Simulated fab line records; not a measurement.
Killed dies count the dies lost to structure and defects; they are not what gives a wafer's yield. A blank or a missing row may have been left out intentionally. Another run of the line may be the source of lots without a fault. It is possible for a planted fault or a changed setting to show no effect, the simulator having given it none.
Lot-split experiment / flow n5_finfet / 7 lots, 39 wafers read, on a route of 1938 steps

ON THE SPLIT
At N5_SD_EPI_N_LINER_46 (material SiNx, target thk 3 nm), the setting target_thk_a was moved away from the recipe's 30 angstrom on 6 of the 39 wafers read, by -13.9% to -6.4%. The other wafers ran this setting at the recipe's value.

The reading is taken at the split's own step.

THE READING
SiNx_of_SD_EPI_N_LINER_46.thk_nm (the simulator's own value, which no gauge read), in nm, at N5_SD_EPI_N_LINER_46 (material SiNx, target thk 3 nm). There is no usual value for it anywhere in the file.

wafer=L074.1; tool, chamber at the split=ald_sin-03, 2,0,1,3,1,2; target_thk_a as run, angstrom=30; against the recipe=recipe; SiNx_of_SD_EPI_N_LINER_46.thk_nm, nm=3; against lot-mates on the recipe=-
wafer=L074.2; tool, chamber at the split=ald_sin-03, 2,0,1,3,1,2; target_thk_a as run, angstrom=30; against the recipe=recipe; SiNx_of_SD_EPI_N_LINER_46.thk_nm, nm=3; against lot-mates on the recipe=-
wafer=L074.3; tool, chamber at the split=ald_sin-03, 2,0,1,3,1,2; target_thk_a as run, angstrom=30; against the recipe=recipe; SiNx_of_SD_EPI_N_LINER_46.thk_nm, nm=3; against lot-mates on the recipe=-
wafer=L074.4; tool, chamber at the split=ald_sin-03, 2,0,1,3,1,2; target_thk_a as run, angstrom=30; against the recipe=recipe; SiNx_of_SD_EPI_N_LINER_46.thk_nm, nm=3; against lot-mates on the recipe=-
wafer=L074.5; tool, chamber at the split=ald_sin-03, 2,0,1,3,1,2; target_thk_a as run, angstrom=30; against the recipe=recipe; SiNx_of_SD_EPI_N_LINER_46.thk_nm, nm=3; against lot-mates on the recipe=-
wafer=L074.6; tool, chamber at the split=ald_sin-03, 2,0,1,3,1,2; target_thk_a as run, angstrom=30; against the recipe=recipe; SiNx_of_SD_EPI_N_LINER_46.thk_nm, nm=3; against lot-mates on the recipe=-
wafer=L086.1; tool, chamber at the split=ald_sin-04, 3,2,0,1,2,3; target_thk_a as run, angstrom=30; against the recipe=recipe; SiNx_of_SD_EPI_N_LINER_46.thk_nm, nm=3; against lot-mates on the recipe=-
wafer=L086.2; tool, chamber at the split=ald_sin-04, 3,2,0,1,2,3; target_thk_a as run, angstrom=30; against the recipe=recipe; SiNx_of_SD_EPI_N_LINER_46.thk_nm, nm=3; against lot-mates on the recipe=-
wafer=L086.3; tool, chamber at the split=ald_sin-04, 3,2,0,1,2,3; target_thk_a as run, angstrom=30; against the recipe=recipe; SiNx_of_SD_EPI_N_LINER_46.thk_nm, nm=3; against lot-mates on the recipe=-
wafer=L086.4; tool, chamber at the split=ald_sin-04, 3,2,0,1,2,3; target_thk_a as run, angstrom=30; against the recipe=recipe; SiNx_of_SD_EPI_N_LINER_46.thk_nm, nm=3; against lot-mates on the recipe=-
wafer=L086.5; tool, chamber at the split=ald_sin-04, 3,2,0,1,2,3; target_thk_a as run, angstrom=30; against the recipe=recipe; SiNx_of_SD_EPI_N_LINER_46.thk_nm, nm=3; against lot-mates on the recipe=-
wafer=L086.6; tool, chamber at the split=ald_sin-04, 3,2,0,1,2,3; target_thk_a as run, angstrom=30; against the recipe=recipe; SiNx_of_SD_EPI_N_LINER_46.thk_nm, nm=3; against lot-mates on the recipe=-
wafer=L087.1; tool, chamber at the split=ald_sin-04, 3,0,1; target_thk_a as run, angstrom=30; against the recipe=recipe; SiNx_of_SD_EPI_N_LINER_46.thk_nm, nm=3; against lot-mates on the recipe=-
wafer=L087.2; tool, chamber at the split=ald_sin-04, 3,0,1; target_thk_a as run, angstrom=30; against the recipe=recipe; SiNx_of_SD_EPI_N_LINER_46.thk_nm, nm=3; against lot-mates on the recipe=-
wafer=L087.3; tool, chamber at the split=ald_sin-04, 3,0,1; target_thk_a as run, angstrom=30; against the recipe=recipe; SiNx_of_SD_EPI_N_LINER_46.thk_nm, nm=3; against lot-mates on the recipe=-
wafer=L089.1; tool, chamber at the split=ald_sin-04, 3,2,0,1,3,2; target_thk_a as run, angstrom=30; against the recipe=recipe; SiNx_of_SD_EPI_N_LINER_46.thk_nm, nm=3; against lot-mates on the recipe=-
wafer=L089.2; tool, chamber at the split=ald_sin-04, 3,2,0,1,3,2; target_thk_a as run, angstrom=30; against the recipe=recipe; SiNx_of_SD_EPI_N_LINER_46.thk_nm, nm=3; against lot-mates on the recipe=-
wafer=L089.3; tool, chamber at the split=ald_sin-04, 3,2,0,1,3,2; target_thk_a as run, angstrom=30; against the recipe=recipe; SiNx_of_SD_EPI_N_LINER_46.thk_nm, nm=3; against lot-mates on the recipe=-
wafer=L089.4; tool, chamber at the split=ald_sin-04, 3,2,0,1,3,2; target_thk_a as run, angstrom=30; against the recipe=recipe; SiNx_of_SD_EPI_N_LINER_46.thk_nm, nm=3; against lot-mates on the recipe=-
wafer=L089.5; tool, chamber at the split=ald_sin-04, 3,2,0,1,3,2; target_thk_a as run, angstrom=30; against the recipe=recipe; SiNx_of_SD_EPI_N_LINER_46.thk_nm, nm=3; against lot-mates on the recipe=-
wafer=L089.6; tool, chamber at the split=ald_sin-04, 3,2,0,1,3,2; target_thk_a as run, angstrom=30; against the recipe=recipe; SiNx_of_SD_EPI_N_LINER_46.thk_nm, nm=3; against lot-mates on the recipe=-
wafer=L093.1; tool, chamber at the split=ald_sin-03, 3,2,2; target_thk_a as run, angstrom=30; against the recipe=recipe; SiNx_of_SD_EPI_N_LINER_46.thk_nm, nm=3; against lot-mates on the recipe=-
wafer=L093.2; tool, chamber at the split=ald_sin-03, 3,2,2; target_thk_a as run, angstrom=30; against the recipe=recipe; SiNx_of_SD_EPI_N_LINER_46.thk_nm, nm=3; against lot-mates on the recipe=-
wafer=L093.6; tool, chamber at the split=ald_sin-03, 3,2,2; target_thk_a as run, angstrom=30; against the recipe=recipe; SiNx_of_SD_EPI_N_LINER_46.thk_nm, nm=3; against lot-mates on the recipe=-
wafer=L093.3; tool, chamber at the split=ald_sin-03, 1,0,3; target_thk_a as run, angstrom=25.83; against the recipe=-13.9%; SiNx_of_SD_EPI_N_LINER_46.thk_nm, nm=2.6; against lot-mates on the recipe=-0.4
wafer=L093.4; tool, chamber at the split=ald_sin-03, 1,0,3; target_thk_a as run, angstrom=25.83; against the recipe=-13.9%; SiNx_of_SD_EPI_N_LINER_46.thk_nm, nm=2.6; against lot-mates on the recipe=-0.4
wafer=L093.5; tool, chamber at the split=ald_sin-03, 1,0,3; target_thk_a as run, angstrom=25.83; against the recipe=-13.9%; SiNx_of_SD_EPI_N_LINER_46.thk_nm, nm=2.6; against lot-mates on the recipe=-0.4
wafer=L096.1; tool, chamber at the split=ald_sin-03, 3,2,1,0,1,0; target_thk_a as run, angstrom=30; against the recipe=recipe; SiNx_of_SD_EPI_N_LINER_46.thk_nm, nm=3; against lot-mates on the recipe=-
wafer=L096.2; tool, chamber at the split=ald_sin-03, 3,2,1,0,1,0; target_thk_a as run, angstrom=30; against the recipe=recipe; SiNx_of_SD_EPI_N_LINER_46.thk_nm, nm=3; against lot-mates on the recipe=-
wafer=L096.3; tool, chamber at the split=ald_sin-03, 3,2,1,0,1,0; target_thk_a as run, angstrom=30; against the recipe=recipe; SiNx_of_SD_EPI_N_LINER_46.thk_nm, nm=3; against lot-mates on the recipe=-
wafer=L096.4; tool, chamber at the split=ald_sin-03, 3,2,1,0,1,0; target_thk_a as run, angstrom=30; against the recipe=recipe; SiNx_of_SD_EPI_N_LINER_46.thk_nm, nm=3; against lot-mates on the recipe=-
wafer=L096.5; tool, chamber at the split=ald_sin-03, 3,2,1,0,1,0; target_thk_a as run, angstrom=30; against the recipe=recipe; SiNx_of_SD_EPI_N_LINER_46.thk_nm, nm=3; against lot-mates on the recipe=-
wafer=L096.6; tool, chamber at the split=ald_sin-03, 3,2,1,0,1,0; target_thk_a as run, angstrom=30; against the recipe=recipe; SiNx_of_SD_EPI_N_LINER_46.thk_nm, nm=3; against lot-mates on the recipe=-
wafer=L097.1; tool, chamber at the split=ald_sin-02, 1,2,3; target_thk_a as run, angstrom=28.08; against the recipe=-6.4%; SiNx_of_SD_EPI_N_LINER_46.thk_nm, nm=2.8; against lot-mates on the recipe=-0.2
wafer=L097.2; tool, chamber at the split=ald_sin-02, 1,2,3; target_thk_a as run, angstrom=28.08; against the recipe=-6.4%; SiNx_of_SD_EPI_N_LINER_46.thk_nm, nm=2.8; against lot-mates on the recipe=-0.2
wafer=L097.5; tool, chamber at the split=ald_sin-02, 1,2,3; target_thk_a as run, angstrom=28.08; against the recipe=-6.4%; SiNx_of_SD_EPI_N_LINER_46.thk_nm, nm=2.8; against lot-mates on the recipe=-0.2
wafer=L097.3; tool, chamber at the split=ald_sin-02, 0,3,0; target_thk_a as run, angstrom=30; against the recipe=recipe; SiNx_of_SD_EPI_N_LINER_46.thk_nm, nm=3; against lot-mates on the recipe=-
wafer=L097.4; tool, chamber at the split=ald_sin-02, 0,3,0; target_thk_a as run, angstrom=30; against the recipe=recipe; SiNx_of_SD_EPI_N_LINER_46.thk_nm, nm=3; against lot-mates on the recipe=-
wafer=L097.6; tool, chamber at the split=ald_sin-02, 0,3,0; target_thk_a as run, angstrom=30; against the recipe=recipe; SiNx_of_SD_EPI_N_LINER_46.thk_nm, nm=3; against lot-mates on the recipe=-
The file does not say which wafer passed through which chamber wherever a row lists several chambers: such a row stands for several wafers.

THE FIT
A straight line over all 39 wafers: SiNx_of_SD_EPI_N_LINER_46.thk_nm changes by +0.0292 nm for each +1% of target_thk_a; r = +1.00; the points scatter about the line by 0.004 nm.
The same after taking each lot's own level away (the mean of its wafers on the recipe; 39 wafers): +0.0292 nm for each +1%; r = +1.00; scatter 0.004 nm.
That fit puts the effect of the largest move of target_thk_a on the reading at 0.41 nm.
The lots' own levels span 3.00 to 3.00 nm.
Consequently the slope shifts little with the lot-to-lot level, the two slopes agreeing.
Check: for one of the wafers moved furthest among these (-13.9%), held out of the fit, the line's prediction against its lot-mates is -0.408 nm. Against them it came out at -0.4 nm.

FURTHER SPLITS ON THESE WAFERS
Before the reading, these wafers also passed through other splits. Each is held against what the fit with the lots' levels taken away leaves over:
other split on the same wafers=N5_WELL_APT_IMPLANT_31 energy_kev; wafers away from the commonest value=6; r with SiNx_of_SD_EPI_N_LINER_46.thk_nm (lot level and that fit taken away)=+0.08
other split on the same wafers=N5_FIN_SAQP_MANDREL_ETCH_22 target_depth_a; wafers away from the commonest value=18; r with SiNx_of_SD_EPI_N_LINER_46.thk_nm (lot level and that fit taken away)=+0.21

THE FILE'S OWN FIT
SiNx_of_SD_EPI_N_LINER_46.thk_nm changes by +0.0292 nm for each +1% of target_thk_a, r = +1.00.
